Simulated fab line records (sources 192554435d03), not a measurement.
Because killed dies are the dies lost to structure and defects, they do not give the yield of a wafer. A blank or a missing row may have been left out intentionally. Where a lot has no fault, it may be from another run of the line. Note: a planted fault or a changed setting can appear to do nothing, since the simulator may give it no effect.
Split-lot experiment    flow n5 finfet    7 lots, 21 wafers read, on a route of 1938 steps

## ABOUT THE SPLIT
At N5_BEOL_M6_COAT_22 (resist thk 30 nm), the setting spin rpm was moved away from the recipe's 1500 rpm on 9 of the 21 wafers read, by -9.9% to +10.5%. This setting was run at the recipe's value on the other wafers.

## FROM THE SPLIT TO THE READING: what the file shows between them, 2 steps
- N5_BEOL_M6_EBR_24
- N5_BEOL_M6_SOFTBAKE_23: time 60 s

## THE READING
CAR-EUV_of_BEOL_M6_COAT_22.thk nm (the simulator's own value, which no gauge read), in nm, at N5_BEOL_M6_DESCUM_33 (chemistry O2, time 7 s). No usual value for it is given in the file. Here, 12 wafers ran the recipe; their average is 26.1 nm with a standard deviation of 0.1 nm.

wafer   tool, chamber at the split  spin rpm as run, rpm  against the recipe  CAR-EUV_of_BEOL_M6_COAT_22.thk nm, nm  against lot-mates on the recipe
L080.1  litho track-02, 0           1358                  -9.5%               27.6                                   +1.6
L080.2  litho track-02, 0           1500                  recipe              26                                     -
L080.5  litho track-02, 0           1500                  recipe              26                                     -
L081.1  litho track-03, 0           1500                  recipe              26.2                                   -
L081.4  litho track-03, 0           1500                  recipe              26.2                                   -
L081.3  litho track-03, 0           1439                  -4.1%               26.8                                   +0.6
L091.2  litho track-05, 0           1500                  recipe              26.2                                   -
L091.6  litho track-05, 0           1500                  recipe              26.2                                   -
L091.5  litho track-05, 0           1500                  recipe              26                                     -
L090.1  litho track-02, 0           1404                  -6.4%               27                                     +0.8
L090.5  litho track-02, 0           1500                  recipe              26.2                                   -
L090.6  litho track-02, 0           1500                  recipe              26.2                                   -
L093.2  litho track-03, 0           1500                  recipe              26                                     -
L093.5  litho track-03, 0           1375                  -8.3%               27.4                                   +1.4
L093.6  litho track-03, 0           1375                  -8.3%               27.4                                   +1.4
L097.2  litho track-05, 0           1657                  +10.5%              24.6                                   -1.4
L097.4  litho track-05, 0           1657                  +10.5%              24.4                                   -1.6
L097.6  litho track-05, 0           1500                  recipe              26                                     -
L096.1  litho track-02, 0           1352                  -9.9%               27.6                                   +1.6
L096.3  litho track-02, 0           1352                  -9.9%               27.6                                   +1.6
L096.2  litho track-02, 0           1500                  recipe              26                                     -

THE FIT
A straight line over all 21 wafers: CAR-EUV_of_BEOL_M6_COAT_22.thk nm changes by -0.154 nm for each +1% of spin rpm; r = -0.99; the points scatter about the line by 0.091 nm.
The same after taking each lot's own level away (the mean of its wafers on the recipe; 21 wafers): -0.154 nm for each +1%; r = -1.00; scatter 0.09 nm.
The reading moves by 1.6 nm for the largest change in spin rpm, on that fit.
From 26.00 to 26.20 nm: that is the span of the lots' own levels, equal to 2.0 times the standard deviation above.
The two slopes agree, so the slope changes little with the lot-to-lot level.
Check: for one of the wafers moved furthest among these (+10.5%), held out of the fit, the line's prediction against its lot-mates is -1.67 nm. It came out at -1.4 nm against them.

## OTHER SPLITS APPLIED TO THESE WAFERS
Before the reading, these wafers also passed through other splits. Each is held against what the fit with the lots' levels taken away leaves over:
other split on the same wafers    wafers away from the commonest value  r with CAR-EUV_of_BEOL_M6_COAT_22.thk nm (lot level and that fit taken away)
N5_BEOL_M3_EXPOSE_08 dose mj      6                                     +0.13
N5_BEOL_M3_EXPOSE_25 dose mj      8                                     -0.05
N5_BEOL_M4_DESCUM_33 time s       6                                     -0.13
N5_BEOL_M4_ETCH_69 cf4 flow sccm  5                                     -0.19
N5_BEOL_M6_ETCH_62 bias w         7                                     -0.07

## THE WHOLE CHAIN: every reading that the file lists as answering this split, in the file's order
step                  what it does            reading                                                                             change (the file's fit)                r (the file's)
N5_BEOL_M6_COAT_22    resist thk 30 nm        CAR-EUV_of_BEOL_M6_COAT_22.thk nm (the simulator's own value, which no gauge read)  -0.148 nm for each +1% of the setting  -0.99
N5_BEOL_M6_DESCUM_33  chemistry O2, time 7 s  CAR-EUV_of_BEOL_M6_COAT_22.thk nm (the simulator's own value, which no gauge read)  -0.156 nm for each +1% of the setting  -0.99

## THE FILE'S OWN FIT
CAR-EUV_of_BEOL_M6_COAT_22.thk nm changes by -0.156 nm for each +1% of spin rpm, r = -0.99.
